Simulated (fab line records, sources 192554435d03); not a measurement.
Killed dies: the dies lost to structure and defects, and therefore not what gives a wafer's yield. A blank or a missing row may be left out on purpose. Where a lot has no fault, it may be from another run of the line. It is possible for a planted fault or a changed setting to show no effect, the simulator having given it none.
Which of the tools did it? ; flow n5_finfet ; 24 wafers from 8 lots sampled at 6 of the route's 1938 steps

WHAT THE GAUGES SHOWED, per wafer
N5_BEOL_M4_RC_MEAS_101. Usual: DIBL_N 36.4 mV/V, standard deviation 1.5; DIBL_P 36.4 mV/V, standard deviation 1.6; IOFF_N 0.164 nA/um, standard deviation 0.025; IOFF_P 0.214 nA/um, standard deviation 0.028; ION_N 675 uA/um, standard deviation 9.9; ION_P 463 uA/um, standard deviation 6.5; SS_N 71.5 mV/dec, standard deviation 0.5; SS_P 73.3 mV/dec, standard deviation 0.56; VT_N 249.2 mV, standard deviation 2.7; VT_P -250.1 mV, standard deviation 2.8.
lot;measured;on;DIBL_N (mV/V);DIBL_P (mV/V);IOFF_N (nA/um);IOFF_P (nA/um);ION_N (uA/um);ION_P (uA/um);SS_N (mV/dec);SS_P (mV/dec);VT_N (mV);VT_P (mV);flag
L671;day 8 12:26;prober-02;35.8 36.0 35.8;37.5 37.2 36.9;0.165 0.168 0.166;0.224 0.219 0.208;677 682 687;471 467 467;71.8 71.8 70.9;73.8 73.6 73.2;249.6 247.4 248.3;-249.5 -249.8 -250.5;
L675;day 9 12:56;prober-01;37.0 37.1 35.8;38.9 39.1 37.2;0.179 0.171 0.159;0.242 0.249 0.212;677 676 677;462 464 466;72.6 72.4 71.5;72.9 73.9 73.1;247.9 250.5 251.4;-251.3 -248.7 -248.6;
L677;day 9 21:47;prober-01;35.3 35.9 35.8;38.5 37.9 37.8;0.150 0.158 0.153;0.253 0.246 0.246;665 671 669;468 469 462;71.6 71.8 71.8;73.5 74.0 73.8;251.1 251.9 252.0;-244.9 -246.6 -245.0;
L678;day 10 00:44;prober-01;38.2 38.7 38.6;35.8 36.1 36.6;0.172 0.184 0.187;0.221 0.239 0.254;674 681 675;459 470 465;72.2 72.0 71.8;73.0 73.4 73.6;249.4 246.6 245.5;-249.3 -247.6 -248.3;
L686;day 12 08:25;prober-01;37.9 36.9 38.5;38.7 37.5 39.4;0.222 0.207 0.247;0.244 0.225 0.256;696 697 703;468 468 469;72.3 71.7 71.3;73.6 74.4 74.2;246.7 245.8 242.5;-248.5 -249.9 -246.1;
L688;day 12 10:05;prober-02;35.5 33.9 33.8;36.2 34.6 34.8;0.152 0.122 0.130;0.214 0.175 0.185;684 674 661;466 464 457;71.0 70.9 71.7;73.3 73.0 72.7;251.5 252.6 251.3;-250.4 -253.9 -253.2;
L687;day 12 12:46;prober-02;36.6 37.7 36.6;36.1 37.9 36.4;0.169 0.189 0.160;0.222 0.250 0.222;680 681 669;464 469 469;72.2 71.9 72.1;74.0 73.8 74.0;246.4 244.4 248.8;-247.6 -248.1 -249.1;
L692;day 13 15:23;prober-02;37.4 36.6 37.8;37.1 36.1 36.8;0.184 0.164 0.174;0.225 0.212 0.218;675 674 678;464 457 459;71.4 71.6 71.2;73.8 73.7 74.1;246.9 251.0 249.6;-250.5 -251.4 -249.9;

TOOL THAT RAN EACH LOT (tool first, then ch and the chambers of the sampled wafers, then the start)
lot;N5_BEOL_M4_ETCH_64;N5_BEOL_M4_STRIP_19;N5_BEOL_M4_COAT_76;N5_BEOL_M4_DESCUM_33;N5_BEOL_M4_ETCH_77
L671;rie_diel-04 ch 0,1, day 8 04:15;rie_diel-01 ch 1,2, day 8 04:37;litho_track-03 ch 0, day 8 04:44;rie_diel-01 ch 0,1, day 8 05:52;rie_diel-01 ch 0,1, day 8 05:55
L675;rie_diel-04 ch 0,2,3, day 9 04:54;rie_diel-02 ch 0,1,2, day 9 05:11;litho_track-05 ch 0, day 9 05:17;rie_diel-01 ch 0,1,3, day 9 05:54;rie_diel-01 ch 0,1,3, day 9 05:56
L677;rie_diel-02 ch 0,1,2, day 9 09:43;rie_diel-04 ch 1,2, day 9 10:01;litho_track-04 ch 0, day 9 10:07;rie_diel-04 ch 1,3, day 9 10:31;rie_diel-04 ch 1,3, day 9 10:34
L678;rie_diel-02 ch 0,3, day 9 16:15;rie_diel-02 ch 1,3, day 9 16:33;litho_track-03 ch 0, day 9 16:40;rie_diel-02 ch 2,3, day 9 17:14;rie_diel-02 ch 2,3, day 9 17:16
L686;rie_diel-04 ch 0,2,3, day 11 23:59;rie_diel-01 ch 1,2, day 12 00:23;litho_track-03 ch 0, day 12 00:29;rie_diel-01 ch 1,2,3, day 12 00:53;rie_diel-01 ch 1,2,3, day 12 00:56
L688;rie_diel-02 ch 0,2, day 12 03:25;rie_diel-04 ch 0,1,2, day 12 03:43;litho_track-03 ch 0, day 12 03:49;rie_diel-04 ch 1,2, day 12 04:28;rie_diel-04 ch 1,2, day 12 04:29
L687;rie_diel-01 ch 0,1, day 12 04:18;rie_diel-01 ch 0,2, day 12 04:35;litho_track-03 ch 0, day 12 04:42;rie_diel-02 ch 0,2,3, day 12 05:13;rie_diel-02 ch 0,2,3, day 12 05:16
L692;rie_diel-02 ch 0,3, day 13 05:07;rie_diel-02 ch 0,1,2, day 13 05:26;litho_track-04 ch 0, day 13 05:34;rie_diel-04 ch 0,3, day 13 06:30;rie_diel-04 ch 0,3, day 13 06:32
- N5_BEOL_M4_ETCH_64: etches SOC in N2/H2, target depth 75 nm, overetch 22.5 nm, time 121.9 s.
- N5_BEOL_M4_STRIP_19: strips in O2.
- N5_BEOL_M4_COAT_76: time 60 s, resist thk 5 nm.
- N5_BEOL_M4_DESCUM_33: chemistry O2, time 7 s.
- N5_BEOL_M4_ETCH_77: etches underlayer in N2/H2, target depth 6.5 nm, time 5.2 s.

AS READ BY THE TOOLS THEMSELVES (means over the sampled wafers that have a number; for cases with no such wafer, the mark the record gives instead)
N5_BEOL_M4_ETCH_64. Usual: drypump_motor_current_A 5.6 A, standard deviation 0.43; oes_product_au 0.62 a.u., standard deviation 0.061; rf_vpp_V 524.4 V, standard deviation 2.5; showerhead_plenum_p_Torr 2.56 Torr, standard deviation 0.085; throttle_valve_pct 17.9 %, standard deviation 0.3.
lot;tool;drypump_motor_current_A (A);oes_product_au (a.u.);rf_vpp_V (V);showerhead_plenum_p_Torr (Torr);throttle_valve_pct (%);flag
L671;rie_diel-04;5.2;0.63;524.5;2.56;17.9;
L675;rie_diel-04;5.5;0.66;524.9;2.59;18.0;
L677;rie_diel-02;5.3;0.60;521.9;2.47;17.8;
L678;rie_diel-02;5.1;0.56;523.4;2.53;17.9;
L686;rie_diel-04;5.5;0.63;524.2;2.58;18.1;
L688;rie_diel-02;5.2;0.54;521.8;2.45;18.1;
L687;rie_diel-01;6.0;0.64;523.7;2.54;17.8;
L692;rie_diel-02;5.4;0.55;524.2;2.51;18.0;

N5_BEOL_M4_STRIP_19. Usual: drypump_motor_current_A 5.6 A, standard deviation 0.43; o2_flow_sccm 225.0 sccm, standard deviation 0.65; oes_product_au 0.82 a.u., standard deviation 0.083; rf_vpp_V 3.6 V, standard deviation 0.46; showerhead_plenum_p_Torr 2.12 Torr, standard deviation 0.069; throttle_valve_pct 16.77 %, standard deviation 0.26.
lot;tool;drypump_motor_current_A (A);o2_flow_sccm (sccm);oes_product_au (a.u.);rf_vpp_V (V);showerhead_plenum_p_Torr (Torr);throttle_valve_pct (%);flag
L671;rie_diel-01;5.9;225.5;0.82;3.4;2.09;16.69;
L675;rie_diel-02;5.3;224.5;0.78;3.9;2.05;16.82;
L677;rie_diel-04;5.3;224.6;0.84;3.4;2.12;16.88;
L678;rie_diel-02;5.2;224.6;0.84;3.7;2.07;16.53;
L686;rie_diel-01;5.8;224.9;0.82;3.3;2.15;16.53;
L688;rie_diel-04;5.3;224.8;0.90;3.6;2.10;16.73;
L687;rie_diel-01;5.7;224.7;0.87;3.8;2.19;16.38;
L692;rie_diel-02;5.3;224.4;0.75;4.2;2.04;16.87;

N5_BEOL_M4_COAT_76. Usual: spin_speed_rpm reads 1500.2 rpm (standard deviation 0.84).
lot;tool;spin_speed_rpm (rpm);flag
L671;litho_track-03;1499.6;
L675;litho_track-05;1499.5;
L677;litho_track-04;1500.7;
L678;litho_track-03;1500.3;
L686;litho_track-03;1339.8;OFF
L688;litho_track-03;1339.0;OFF
L687;litho_track-03;1338.6;OFF
L692;litho_track-04;1500.5;

N5_BEOL_M4_DESCUM_33. Usual: drypump_motor_current_A 5.5 A, standard deviation 0.44; o2_flow_sccm 225.0 sccm, standard deviation 0.68; oes_product_au 0.82 a.u., standard deviation 0.089; rf_vpp_V 243.2 V, standard deviation 1.4; showerhead_plenum_p_Torr 2.10 Torr, standard deviation 0.068; throttle_valve_pct 20.55 %, standard deviation 0.26.
lot;tool;drypump_motor_current_A (A);o2_flow_sccm (sccm);oes_product_au (a.u.);rf_vpp_V (V);showerhead_plenum_p_Torr (Torr);throttle_valve_pct (%);flag
L671;rie_diel-01;6.0;223.6;0.84;242.3;2.06;20.52;
L675;rie_diel-01;6.1;224.4;0.84;243.1;2.12;20.60;
L677;rie_diel-04;5.2;224.9;0.76;243.4;2.10;20.62;
L678;rie_diel-02;5.0;224.1;0.72;242.8;2.02;20.70;
L686;rie_diel-01;6.0;224.8;0.80;244.1;2.14;20.59;
L688;rie_diel-04;5.0;225.4;0.93;243.3;2.08;20.44;
L687;rie_diel-02;5.2;225.0;0.71;242.4;2.05;20.73;
L692;rie_diel-04;5.5;224.8;0.83;243.2;2.11;20.61;

N5_BEOL_M4_ETCH_77. Usual: drypump_motor_current_A 5.5 A, standard deviation 0.44; etch_rf_on_time_s 5.14 s, standard deviation 0.081; oes_product_au 0.70 a.u., standard deviation 0.075; rf_vpp_V 524.2 V, standard deviation 2.4; showerhead_plenum_p_Torr 2.55 Torr, standard deviation 0.082; throttle_valve_pct 17.93 %, standard deviation 0.29.
lot;tool;drypump_motor_current_A (A);etch_rf_on_time_s (s);oes_product_au (a.u.);rf_vpp_V (V);showerhead_plenum_p_Torr (Torr);throttle_valve_pct (%);flag
L671;rie_diel-01;6.0;5.12;0.72;522.9;2.50;17.90;
L675;rie_diel-01;6.1;5.11;0.72;524.7;2.57;17.99;
L677;rie_diel-04;5.2;5.15;0.66;524.5;2.54;17.98;
L678;rie_diel-02;5.0;5.20;0.61;521.2;2.46;18.12;
L686;rie_diel-01;5.9;5.37;0.68;524.7;2.59;17.95;
L688;rie_diel-04;5.1;5.47;0.79;522.8;2.52;17.79;OFF
L687;rie_diel-02;5.2;5.51;0.60;523.3;2.48;18.08;OFF
L692;rie_diel-04;5.5;5.01;0.71;523.7;2.56;18.03;

THE ANSWER, worked out from the rows above alone
Rule: a lot is off if the mean of its wafers that have a number lies more than 3 standard deviations from the usual mean. A lot without any number at a reading at which 4 lots or more have one is off too. Where the step has rows for the other lots, those lots are counted as sound. First the gauges in route order, then the tools' own readings, where a lot's mean is used as printed above. The first step at which some lot is off is used, and at that step the reading that is off furthest; a lot without a number counts as furthest.
Off, at N5_BEOL_M4_COAT_76 on spin_speed_rpm: L686, L688, L687.
If a tool, at that step or one of the process steps before it, ran each lot that is off and ran no sound lot following the first of them, it fits. One fits: litho_track-03 at N5_BEOL_M4_COAT_76. A fault onset in the window from L678 (day 9 16:40, its last sound lot) to L686 (day 12 00:29, its first lot off) fits.
On the lots that are off, the tool's own readings at N5_BEOL_M4_COAT_76 differ by more than 5 times the standard deviation of the sound lots' means, which bears it out; spin_speed_rpm reads 1339.1 rpm there versus 1500.1 rpm on the sound lots.

WHAT THE SIMULATOR HAD INSERTED
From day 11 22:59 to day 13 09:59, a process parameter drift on litho_track-03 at N5_BEOL_M4_COAT_76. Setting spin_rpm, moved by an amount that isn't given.
Struck lots among those shown: L686, L688, L687. This agrees with what the rule above found.
